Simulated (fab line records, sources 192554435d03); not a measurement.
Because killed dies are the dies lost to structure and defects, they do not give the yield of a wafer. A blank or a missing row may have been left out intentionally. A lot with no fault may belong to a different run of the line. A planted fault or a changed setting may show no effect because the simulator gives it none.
A lot that was struck, set against a sound lot	flow n5 finfet	40 steps out of a route of 1938
Sound: these wafers, L549.2, L549.3, L549.5. Struck: wafer L553.1 (L553.5, L553.6, from the same lot, were not struck and are left out); the cause is given at the end.
Order at every step that has rows: each side's tool, ch and its chambers, its first start. Under that, the readings that differ: sound wafers	struck wafers	difference of the means	sigmas: that difference in standard deviations of wafers without a fault.
alike: same words and numbers on both sides, and readings whose means sit less than 2 such deviations apart. not compared: any withheld reading, any reading some wafer has no value for, any bound like >300 that may hide the same value, and any number with overlapping values for which the record gives no deviation.
Wherever a step has rows on one side only, a row that says differs or no value, or a row with sigmas, the two part there. When numbers do not overlap yet have no deviation, they are printed without sigmas and do not part them. A reading missing from all wafers of one side parts the sides only when that side holds two or more wafers.

first, 11 steps without rows for these wafers: N5_BEOL_M0_SAQP_SPACER1_ETCHBACK_99 (etches SiO2 in CHF3/O2, target depth 15.4 nm, time 7.7 s); N5_BEOL_M0_SAQP_MANDREL1_REMOVE_100 (chemistry HBr/Cl2/O2, target a-Si, stops on SiNx, bt time 10 s); N5_BEOL_M0_SAQP_ETCH_101 (etches SiNx in CH3F/O2, target depth 29.9 nm, time 42.7 s); N5_BEOL_M0_SAQP_ETCH_102 (etches SiO2 in CF4, target depth 4 nm, time 4.4 s); N5_BEOL_M0_SAQP_MANDREL_ETCH_103 (etches a-Si in HBr/Cl2, stops on SiCN, target depth 45 nm, bt time 10 s, time 27 s); N5_BEOL_M0_SAQP_RECESS_104 (chemistry HF/NH3, target SiO2, target depth 18 nm, afs cycles 3, sublimation time 60 s); N5_BEOL_M0_SAQP_COAT_105 (time 60 s, resist thk 100 nm); N5_BEOL_M0_SAQP_ETCH_106 (etches SOC in N2/H2, stops on SiNx, target depth 150 nm); N5_BEOL_M0_SAQP_ETCH_107 (etches SiNx in CH3F/O2, target depth 30 nm); N5_BEOL_M0_SAQP_STRIP_108 (strips in N2/H2); N5_BEOL_M0_SAQP_RECESS_109 (chemistry HF/NH3, target SiO2, target depth 3 nm, afs cycles 1, sublimation time 60 s).
N5_BEOL_M0_SAQP_SPACER2_ALD_26: deposits SiO2, target thk 15 nm, pulse time 1 s, purge time 2 s.
  sound on ald sin-04 ch 1,3, day 9 13:19; struck on ald sin-04 ch 3, day 10 10:01
reading	sound	struck	difference	sigmas
precursor pulse height rel	0.984 1.013 1.004	0.960	-0.040	-2
model.SiO2_of_BEOL_M0_SAQP_SPACER2_ALD_26.thk nm (nm)	15 15 15	11.8	-3.2	
  alike: heater power w
then, 1 step without rows for these wafers: N5_BEOL_M0_SAQP_SPACER2_ETCHBACK_27 (etches SiO2 in CHF3/O2, target depth 22.5 nm, time 11.25 s).
N5_BEOL_M0_SAQP_MANDREL2_REMOVE_110: chemistry HBr/Cl2/O2, target a-Si, stops on SiCN, bt time 10 s.
  sound on rie si-03 ch 2,3, day 9 14:00; struck on rie si-03 ch 2, day 10 10:40
reading	sound	struck	difference	sigmas
model.SiO2_of_BEOL_M0_SAQP_SPACER2_ALD_26.thk nm (nm)	10.6 10.6 10.6	7.4	-3.2	
model.BEOL_M0_SAQP.cd nm (nm)	15 15 15	11.8	-3.2	
  alike: drypump motor current A, oes product au, throttle valve pct
  not compared: rf hours counter h
N5_BEOL_M0_SAQP_CD_MEAS_29: target cd 14.4 nm.
  sound on cd sem-02 ch 0, day 9 14:07; struck on cd sem-01 ch 0, day 10 10:47
reading	sound	struck	difference	sigmas
cd nm (nm)	15.40 14.85 15.18	11.64	-3.50	-16
then, 23 steps without rows for these wafers: N5_BEOL_M0_SAQP_COAT_69 (time 60 s, resist thk 90 nm); N5_BEOL_M0_SAQP_COAT_72 (time 60 s, resist thk 15 nm); N5_BEOL_M0_SAQP_COAT_87 (time 60 s, resist thk 5 nm); N5_BEOL_M0_SAQP_COAT_34 (resist thk 30 nm); N5_BEOL_M0_SAQP_EBR_36; N5_BEOL_M0_SAQP_SOFTBAKE_35 (time 60 s); N5_BEOL_M0_SAQP_EXPOSE_37 (exposes mask M0 CUT1, target cd 30 nm); N5_BEOL_M0_SAQP_PEB_38 (peb time 60 s); N5_BEOL_M0_SAQP_DEVELOP_39 (develop time 30 s); N5_BEOL_M0_SAQP_DESCUM_45 (chemistry O2, time 7 s); N5_BEOL_M0_SAQP_ETCH_88 (etches underlayer in N2/H2, target depth 6.5 nm, time 5.2 s); N5_BEOL_M0_SAQP_ETCH_73 (etches SiARC in CF4, target depth 19.5 nm, time 32.5 s); N5_BEOL_M0_SAQP_CUT_ETCH_46 (etches SOC in N2/H2, target depth 135 nm, overetch 27 nm, time 202.5 s); N5_BEOL_M0_SAQP_STRIP_74 (strips in N2/H2); N5_BEOL_M0_SAQP_STRIP_89 (strips in N2/H2); N5_BEOL_M0_SAQP_ALD_48 (deposits SiO2, target thk 20 nm, pulse time 1 s, co reactant pulse time 1 s); N5_BEOL_M0_SAQP_ETCH_49 (etches SiO2 in CF4/O2, target depth 37 nm); N5_BEOL_M0_SAQP_STRIP_75 (strips in CF4); N5_BEOL_M0_CUTY_COAT_50 (time 60 s, resist thk 15 nm); N5_BEOL_M0_CUTY_COAT_51 (resist thk 150 nm); N5_BEOL_M0_CUTY_EBR_52; N5_BEOL_M0_CUTY_SOFTBAKE_53 (time 60 s); N5_BEOL_M0_CUTY_EXPOSE_54 (exposes mask M0 ABLK).
N5_BEOL_M4_RC_MEAS_101:
  the record has rows for the sound wafers here (prober-01 ch 0, day 12 00:05) and none for the struck ones
-- record jumps: 8 days separate the struck wafers' starts on either side; left off in module BEOL_M4, taken up again in module PASSIVATION, whose first shown step is the route's number 1936 --
N5_PASSIVATION_PROBE_49:
  the record has rows for the struck wafers here (prober-02, day 18 04:05) and none for the sound ones

## WHERE THEY PART
At N5_BEOL_M0_SAQP_SPACER2_ALD_26 first; at N5_PASSIVATION_PROBE_49 last (within this record only).

WHY: what had been put in by the simulator
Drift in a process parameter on ald sin-04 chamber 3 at N5_BEOL_M0_SAQP_SPACER2_ALD_26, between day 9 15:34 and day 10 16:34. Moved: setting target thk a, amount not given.
